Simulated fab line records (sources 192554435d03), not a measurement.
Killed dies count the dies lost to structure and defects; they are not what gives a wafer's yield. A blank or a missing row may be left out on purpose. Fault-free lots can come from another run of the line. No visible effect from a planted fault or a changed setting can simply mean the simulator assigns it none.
The tool behind it: which one? || flow n5Finfet || 33 wafers sampled from 11 lots at 1 step of a route of 1938

== WHAT THE GAUGES SHOWED, per wafer ==
N5_BEOL_M9_INSPECT_58: inspects for defects (darkfield). Usual: rawDefectCount 74, standard deviation 29.
{"lot": "L818", "measured": "day 9 14:40", "on": "defectInspect-01", "rawDefectCount": "45 36 50", "flag": ""}
{"lot": "L817", "measured": "day 9 15:07", "on": "defectInspect-01", "rawDefectCount": "76 108 90", "flag": ""}
{"lot": "L820", "measured": "day 10 14:46", "on": "defectInspect-02", "rawDefectCount": "70 61 49", "flag": ""}
{"lot": "L821", "measured": "day 10 15:04", "on": "defectInspect-02", "rawDefectCount": "95 52 70", "flag": ""}
{"lot": "L828", "measured": "day 13 03:41", "on": "defectInspect-02", "rawDefectCount": "47 82 75", "flag": ""}
{"lot": "L832", "measured": "day 14 02:21", "on": "defectInspect-01", "rawDefectCount": "79 53 73", "flag": ""}
{"lot": "L834", "measured": "day 14 13:01", "on": "defectInspect-02", "rawDefectCount": "106 40 87", "flag": ""}
{"lot": "L837", "measured": "day 15 11:38", "on": "defectInspect-01", "rawDefectCount": "37 48 37", "flag": ""}
{"lot": "L838", "measured": "day 15 23:46", "on": "defectInspect-02", "rawDefectCount": "138 99 106", "flag": ""}
{"lot": "L839", "measured": "day 16 04:52", "on": "defectInspect-02", "rawDefectCount": "84 50 44", "flag": ""}
{"lot": "L840", "measured": "day 16 20:04", "on": "defectInspect-01", "rawDefectCount": "92 31 73", "flag": ""}

== TOOL THAT RAN EACH LOT (tool first, then ch and the chambers of the sampled wafers, then the start) ==
No process step before these readings appears in the record.

== AS READ BY THE TOOLS THEMSELVES (means over the sampled wafers that have a number; for cases with no such wafer, the mark the record gives instead) ==
The record holds no such reading with a usual standard deviation.

== THE ANSWER, worked out from the rows above alone ==
Rule: a lot is off if the mean of its wafers that have a number lies more than 3 standard deviations from the usual mean. Also off: a lot with no number at a reading for which 4 or more lots have one. Where the step has rows for the other lots, those lots are counted as sound. After the gauges, taken in route order, come the tools' own readings; for these a lot's mean is taken, as printed above. The first step at which some lot is off is used, and at that step the reading that is off furthest; a lot without a number counts as furthest.
None of the lots is off at any reading shown; this tells nothing.

== WHAT THE SIMULATOR PUT IN ==
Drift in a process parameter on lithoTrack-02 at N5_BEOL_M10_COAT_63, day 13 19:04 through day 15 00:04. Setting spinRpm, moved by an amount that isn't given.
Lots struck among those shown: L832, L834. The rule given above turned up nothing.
